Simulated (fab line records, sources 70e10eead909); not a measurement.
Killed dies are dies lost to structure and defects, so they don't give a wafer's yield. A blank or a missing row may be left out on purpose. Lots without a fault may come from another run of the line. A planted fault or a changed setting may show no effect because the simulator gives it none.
fab line records | flow nand_harc
record lots=5 wafers=15 last_day=25
route steps=1159 shown A_CHANNEL_HOLE_D1@487 A_CHANNEL_FILL_D1@490
lots that met no fault: from a run of the same line without faults
start_h: hours from the record's first day to the start of the lot's first wafer shown | wait_h: hours since the lot's step before | " the same as in the row above | L1.1+2: a row that stands for several wafers | - no value, or no start given | * or withheld: withheld | < > ~ a bound
route shown NAME@n: a module of which the file shows steps, and the number in the route of the first | usual: mean/standard deviation of fault-free wafers | same: alike in all rows | chamber/n: place in a boat | sites: the reading at each site | _std_site: their standard deviation | _edge_site: outer sites' mean less inner sites' | radius_mm: how far each site lies from the wafer's centre | mask NAME#n: copy n | behind: the tool/chamber that last shaped the wafer | hold: why the lot was held/for how many hours/how that ended | device: the transistor (n, p or np) that didn't switch | end of line: the same wafers' tests at the end of the route | a step without rows: its recipe alone | killed: dies lost to structure and defects at the first sort, not the wafer's yield | map: a wafer's dies, x killed, . not, _ none there
set.NAME: the setting as run; set.NAME@STEP: as run at that earlier step | model.NAME: the simulator's own value behind a step, which no gauge read
lots at some steps of the route; a table a step, a row a wafer
services: from which hour (start_h, from the record's first day; less than 0 if before it) a tool's chamber was out of use, for how many hours, and why
## steps
# step NHARC_A_CHANNEL_HOLE_D1_CD_MEAS_30
# usual cd_nm=91.0/1.7
# columns lot.wafer tool chamber start_h wait_h cd_nm
L527.4 cd_sem-03 - 191.72 - 91.8
L527.5 " - " " 92.8
L527.6 " - " " 89.0
L532.2 cd_sem-03 - 211.10 - 90.9
L532.3 " - " " 88.0
L532.5 " - " " 91.3
L541.2 cd_sem-01 - 262.24 - 90.6
L541.3 " - " " 91.9
L541.6 " - " " 92.2
L547.1 cd_sem-02 - 297.33 - 92.5
L547.3 " - " " 89.3
L547.6 " - " " 88.6
L550.1 cd_sem-02 - 320.47 - 92.5
L550.2 " - " " 93.4
L550.5 " - " " 92.6
# step NHARC_A_CHANNEL_HOLE_D1_XSEM_31
# recipe landing_energy_ev=35000
# usual bot_cd_nm=75.5/1.8 bow_nm=8.63/0.25 tilt_deg=0.08/0.03
# columns lot.wafer tool chamber start_h wait_h bot_cd_nm bow_nm tilt_deg
L527.4 xsem-01 0 191.80 0.1 76.4 8.40 0.12
L527.5 " 0 " " 77.3 8.39 0.12
L527.6 " 0 " " 73.4 8.39 0.12
L532.2 xsem-02 0 211.19 0.1 75.4 8.32 0.08
L532.3 " 0 " " 72.1 8.31 0.08
L532.5 " 0 " " 75.5 8.34 0.08
L541.2 xsem-01 0 262.33 0.1 76.2 8.70 0.10
L541.3 " 0 " " 77.7 8.77 0.09
L541.6 " 0 " " 76.8 8.77 0.10
L547.1 xsem-02 0 297.42 0.1 76.5 8.31 0.11
L547.3 " 0 " " 73.7 8.36 0.10
L547.6 " 0 " " 72.0 8.29 0.11
L550.1 xsem-02 0 320.56 0.1 77.9 8.98 0.09
L550.2 " 0 " " 79.5 8.93 0.08
L550.5 " 0 " " 78.7 8.84 0.08
# step NHARC_A_CHANNEL_HOLE_D1_INSPECT_40
# usual raw_defect_count=60/15
# columns lot.wafer tool chamber start_h wait_h raw_defect_count
L527.4 defect_inspect-02 - 191.89 - 52
L527.5 " - " " 49
L527.6 " - " " 58
L532.2 defect_inspect-02 - 211.28 - 69
L532.3 " - " " 70
L532.5 " - " " 46
L541.2 defect_inspect-02 - 262.42 - 57
L541.3 " - " " 73
L541.6 " - " " 85
L547.1 defect_inspect-02 - 297.52 - 72
L547.3 " - " " 71
L547.6 " - " " 54
L550.1 defect_inspect-01 - 320.66 - 77
L550.2 " - " " 64
L550.5 " - " " 53
# step NHARC_A_CHANNEL_FILL_D1_PRECLEAN_00
# recipe time_s=* temp_c=50 bath_age_min=0 chemistry=SC1
# step NHARC_A_CHANNEL_FILL_D1_SRD_01
# step NHARC_A_CHANNEL_FILL_D1_ALD_02
# recipe target_thk_a=60 pulse_time_s=10 ald_cycles=60 temp_c=300 material=SiO2
# usual heater_power_w=468/35 precursor_pulse_height_rel=1.003/0.019
# same pulse_time_s=10
# columns lot.wafer tool chamber start_h wait_h heater_power_w precursor_pulse_height_rel
L527.4 ald_hk-03 0 193.59 - 483 1.021
L527.5 " 1 " " 371 0.981
L527.6 " 2 " " 477 0.993
L532.2 ald_hk-04 0 211.48 - 461 1.013
L532.3 " 3 " " 457 1.001
L532.5 " 0 " " 461 1.034
L541.2 ald_hk-01 0 262.62 - 442 1.021
L541.3 " 3 " " 497 1.032
L541.6 " 0 " " 445 1.010
L547.3 ald_hk-04 3 297.87 - 453 1.040
L547.1 " 0 " " 463 1.016
L547.6 " 1 " " 467 0.999
L550.1 ald_hk-01 3 321.33 - 505 1.008
L550.2 " 0 " " 436 1.023
L550.5 " 3 " " 503 0.991
# step NHARC_A_CHANNEL_FILL_D1_ALD_03
# recipe target_thk_a=60 pulse_time_s=60 ald_cycles=58 temp_c=630 pressure_torr=2 material=SiNx
# step NHARC_A_CHANNEL_FILL_D1_ALD_14
# recipe target_thk_a=25 pulse_time_s=10 ald_cycles=25 temp_c=300 material=SiO2
# usual heater_power_w=467/37 precursor_pulse_height_rel=1.001/0.021
# same pulse_time_s=10
# columns lot.wafer tool chamber start_h wait_h heater_power_w precursor_pulse_height_rel
L527.4 ald_hk-03 3 200.45 0.0 465 0.992
L527.6 " 3 " " 465 1.017
L527.5 " 0 " " 493 1.018
L532.2 ald_hk-01 0 218.47 0.1 439 1.006
L532.3 " 1 " " 522 1.033
L532.5 " 3 " " 516 0.998
L541.2 ald_hk-01 3 268.08 0.3 497 0.987
L541.3 " 0 " " 439 1.004
L541.6 " 2 " " 466 0.971
L547.3 ald_hk-03 0 305.76 1.0 496 0.995
L547.1 " 2 " " 489 0.998
L547.6 " 1 " " 366 1.027
L550.1 ald_hk-01 0 328.70 0.1 442 0.992
L550.2 " 2 " " 475 1.009
L550.5 " 0 " " 454 1.015
# step NHARC_A_CHANNEL_FILL_D1_ALD_15
# recipe target_thk_a=20 pulse_time_s=60 ald_cycles=19 temp_c=630 pressure_torr=2 material=SiNx
# step NHARC_A_CHANNEL_FILL_D1_ALD_16
# recipe target_thk_a=15 pulse_time_s=10 ald_cycles=15 temp_c=300 material=SiO2
# usual heater_power_w=463/32 precursor_pulse_height_rel=0.994/0.019
# same pulse_time_s=10
# columns lot.wafer tool chamber start_h wait_h heater_power_w precursor_pulse_height_rel
L527.4 ald_hk-04 3 205.71 0.1 448 0.991
L527.6 " 0 " " 459 1.016
L527.5 " 1 " " 465 0.978
L532.2 ald_hk-04 3 223.64 0.0 450 0.967
L532.3 " 2 " " 462 1.016
L532.5 " 3 " " 446 0.990
L541.2 ald_hk-01 0 274.44 1.5 440 0.999
L541.3 " 1 " " 482 0.968
L541.6 " 2 " " 481 0.980
L547.1 ald_hk-04 1 311.00 0.1 460 0.998
L547.3 " 2 " " 481 1.003
L547.6 " 3 " " 455 1.016
L550.2 ald_hk-03 0 334.01 0.0 477 0.959
L550.1 " 1 " " 363 1.011
L550.5 " 1 " " 371 0.975
# step NHARC_A_CHANNEL_FILL_D1_ANNEAL_17
# recipe temp_c=850 time_s=1800
# step NHARC_A_CHANNEL_FILL_D1_CVD_18
# recipe target_thk_a=30 temp_c=550 material=poly-Si
# step NHARC_A_CHANNEL_FILL_D1_ETCHBACK_19
# recipe target_depth_a=50 time_s=1.7 hbr_flow_sccm=150 cl2_flow_sccm=50 rf_w=400 icp_w=400 bias_w=100 chemistry=HBr/Cl2
# usual drypump_motor_current_A=5.7/0.46 oes_product_au=0.999/0.013 throttle_valve_pct=26.405/0.0092
# columns lot.wafer tool chamber start_h wait_h drypump_motor_current_A oes_product_au rf_hours_counter_h throttle_valve_pct
L527.4 rie_si-04 2 218.38 0.4 6.3 0.997 0.9 26.401
L527.5 " 2 " " 6.3 0.998 - 26.409
L527.6 " 3 " " 5.3 1.016 - 26.390
L532.3 rie_si-01 3 235.35 0.4 5.6 1.005 0.9 26.412
L532.2 " 2 " " 5.3 0.981 1.0 26.418
L532.5 " 0 " " 5.6 1.020 - 26.396
L541.2 rie_si-01 0 286.87 0.4 5.6 0.693 1.3 26.404
L541.3 " 1 " " 5.6 0.983 1.6 26.401
L541.6 " 0 " " 5.7 0.681 - 26.408
L547.1 rie_si-06 0 322.52 0.4 6.1 1.011 1.4 26.398
L547.3 " 1 " " 5.7 1.001 1.4 26.401
L547.6 " 3 " " 5.2 0.979 - 26.421
L550.1 rie_si-04 0 345.77 0.4 4.7 1.005 0.5 26.417
L550.2 " 1 " " 6.3 1.018 0.5 26.415
L550.5 " 0 " " 4.7 1.006 - 26.394
# step NHARC_A_CHANNEL_FILL_D1_ETCHBACK_20
# recipe target_depth_a=270 time_s=13.5 c4f8_flow_sccm=withheld o2_flow_sccm=8 ar_flow_sccm=withheld rf_w=600 bias_w=1500 chemistry=C4F8/O2/Ar
# usual oes_product_au=0.97/0.039 rf_vpp_V=980/6.1
# columns lot.wafer tool chamber start_h wait_h oes_product_au rf_hours_counter_h rf_vpp_V
L527.4 rie_diel-10 0 218.51 - 1.00 1 988
L527.5 " 0 " " 0.99 - 988
L527.6 " 1 " " 0.94 - 971
L532.2 rie_diel-06 1 235.49 - 0.91 6 970
L532.3 " 2 " " 0.93 6 988
L532.5 " 0 " " 0.92 - 976
L541.3 rie_diel-10 1 287.00 - 0.91 2 972
L541.2 " 2 " " 0.93 3 977
L541.6 " 1 " " 0.91 - 973
L547.3 rie_diel-06 0 322.64 - 0.99 2 977
L547.1 " 1 " " 0.99 2 969
L547.6 " 3 " " 1.00 - 986
L550.1 rie_diel-10 0 345.92 - 1.00 4 987
L550.2 " 2 " " 1.00 4 979
L550.5 " 3 " " 1.01 - 983
## services
# columns tool chamber start_h hours kind
rie_diel-10 - 176.50 9.0 pm
rie_si-06 - 183.00 9.0 pm
rie_diel-06 - 185.59 0.4 repair
ald_hk-04 - 186.08 10.0 pm
rie_si-04 0 195.83 7.8 repair
rie_diel-06 1 202.30 1.3 repair
rie_diel-10 1 214.81 3.1 repair
ald_hk-01 - 228.00 10.0 pm
ald_hk-01 0 228.00 10.0 vent_cycle
ald_hk-01 1 228.00 10.0 vent_cycle
ald_hk-01 2 228.00 10.0 vent_cycle
ald_hk-01 3 228.00 10.0 vent_cycle
ald_hk-01 0 238.00 - clean
rie_si-01 1 238.54 2.2 repair
rie_diel-06 - 241.20 9.0 pm
rie_si-01 0 253.06 12.1 repair
rie_si-06 - 262.54 0.5 repair
rie_si-04 - 276.00 9.0 pm
rie_diel-06 1 278.99 1.4 repair
xsem-02 - 302.00 14.0 pm
rie_si-01 - 304.00 9.0 pm
rie_si-04 2 306.31 2.4 repair
rie_diel-10 2 319.30 9.8 repair
rie_si-06 3 344.21 1.1 repair
## key
first_sign step=NHARC_A_CHANNEL_FILL_D1_ETCHBACK_19 reading=oes_product_au direction=down sigmas=23 usual=0.999 struck=0.687
effect none on later readings
met_at NHARC_A_CHANNEL_FILL_D1_ETCHBACK_19
struck_wafers L541.2,L541.6
later_rows_left_out L541.2,L541.6
sort_left_out L541.2,L541.6
tester_left_out L541
onset_between 235.35 286.87
fault kind=process_parameter_drift tool=rie_si-01 chamber=0 onset_h=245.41 steps=NHARC_A_CHANNEL_FILL_D1_ETCHBACK_19 channel=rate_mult offset=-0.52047 shape=step end_h=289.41
# tester_left_out: of these lots the tester's yield and bins aren't shown, on N5 and GAA mostly nor the transistor test; their killed dies are dies lost to structure and defects alone, not to doping, threshold or leakage, so they don't give the yield
# sort_left_out: the simulated sort isn't trusted on such a fault, so these wafers' sort isn't shown, and their yield isn't known
# later_rows_left_out: the simulator's readings of these wafers behind a module that went badly wrong aren't trusted and aren't shown, but for the sort
